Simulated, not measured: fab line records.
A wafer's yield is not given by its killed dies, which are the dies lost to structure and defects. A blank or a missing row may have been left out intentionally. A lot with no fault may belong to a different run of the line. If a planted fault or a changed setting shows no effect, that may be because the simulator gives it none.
Struck lot and sound lot, side by side ; flow nandHarc ; 14 out of 1302 route steps
Sound: wafers L468.1, L468.3, L468.6. Wafers struck: L479.3, L479.4, L479.5. The cause comes at the end.
For every step that has rows: the tool of each side, followed by ch and its chambers, followed by its first start. Under that, the readings that differ: sound wafers ; struck wafers ; difference of the means ; sigmas: that difference in standard deviations of wafers without a fault.
alike: readings with means less than 2 such deviations apart, plus words and numbers identical on both sides. not compared: withheld readings, readings lacking a value on some wafer, bounds such as >300 that could conceal the same value, and numbers that have no deviation in the record and whose values overlap.
The two part at a step that has a row with sigmas, a row that says differs or no value, or rows on one side only. Non-overlapping numbers with no deviation appear without sigmas and do not part them. Lack of a reading on every wafer of one side parts them only where that side has two or more wafers.

first, 2 steps without rows for these wafers: NHARC_P_GATE_PEB_89 (peb time 85 s); NHARC_P_GATE_DEVELOP_90 (time 70 s).
NHARC_P_GATE_CD_MEAS_91: the cd target is 2000 nm.
  sound on cdSem-03 ch 0, day 7 04:57; struck on cdSem-03 ch 0, day 11 14:45
  alike: cdNm
then, 1 step without rows for these wafers: NHARC_P_GATE_HARDBAKE_92 (time 80 s).
NHARC_P_GATE_DESCUM_93: chemistry O2, time 3 s.
  sound on rieDiel-07 ch 0,2,3, day 7 05:07; struck on rieDiel-10 ch 1,2, day 11 14:55
  alike: drypumpMotorCurrentA, oesProductAu, rfVppV, showerheadPlenumPTorr, throttleValvePct
  not compared: rfHoursCounterH
next, for these wafers, 1 step has no rows: NHARC_P_GATE_IMPLANT_94.
NHARC_P_GATE_STRIP_113: strips in N2/H2, time 740 s.
  sound on plasmaAsher-02 ch 0,1, day 7 05:51; struck on plasmaAsher-01 ch 0,1, day 11 15:54
  alike: drypumpMotorCurrentA, heaterPowerW
  not compared: rfHoursCounterH
NHARC_P_GATE_STRIP_95: strips in O2.
  sound on plasmaAsher-02 ch 0,1, day 7 06:28; struck on plasmaAsher-01 ch 0,1, day 11 16:25
  alike: drypumpMotorCurrentA, heaterPowerW
  not compared: rfHoursCounterH
then, 1 step without rows for these wafers: NHARC_P_GATE_STRIP_96 (strips in SPM, time 900 s).
NHARC_P_GATE_RTA_64: time 1 s.
  sound on rtpAnneal-02 ch 0, day 7 07:01; struck on rtpAnneal-02 ch 0, day 11 17:00
  alike: lampPowerPct, wafer_temp_C_max
then, 1 step without rows for these wafers: NHARC_P_GATE_ETCH_77 (etches SiO2 in dHF, target depth 6 nm).
NHARC_P_GATE_DEGAS_109: time 60 s.
  sound on pvdSputter-03 at day 7 07:19; struck on pvdSputter-01 at day 11 17:16
  alike: heaterPowerW
NHARC_P_GATE_PRE_CLEAN_110: time 30 s.
  sound on pvdSputter-03 at day 7 07:22; struck on pvdSputter-01 at day 11 17:18
  no value came back on the struck wafers for biasV (V), timeS (s); on the sound wafers biasV (V) reads 201.6 201.2 195.9
then, 1 step without rows for these wafers: NHARC_P_GATE_SPUTTER_78 (material Ni, target thk 10 nm).

== WHERE THEY PART ==
Only at NHARC_P_GATE_PRE_CLEAN_110, as far as this record shows.

WHY: what the simulator had put in
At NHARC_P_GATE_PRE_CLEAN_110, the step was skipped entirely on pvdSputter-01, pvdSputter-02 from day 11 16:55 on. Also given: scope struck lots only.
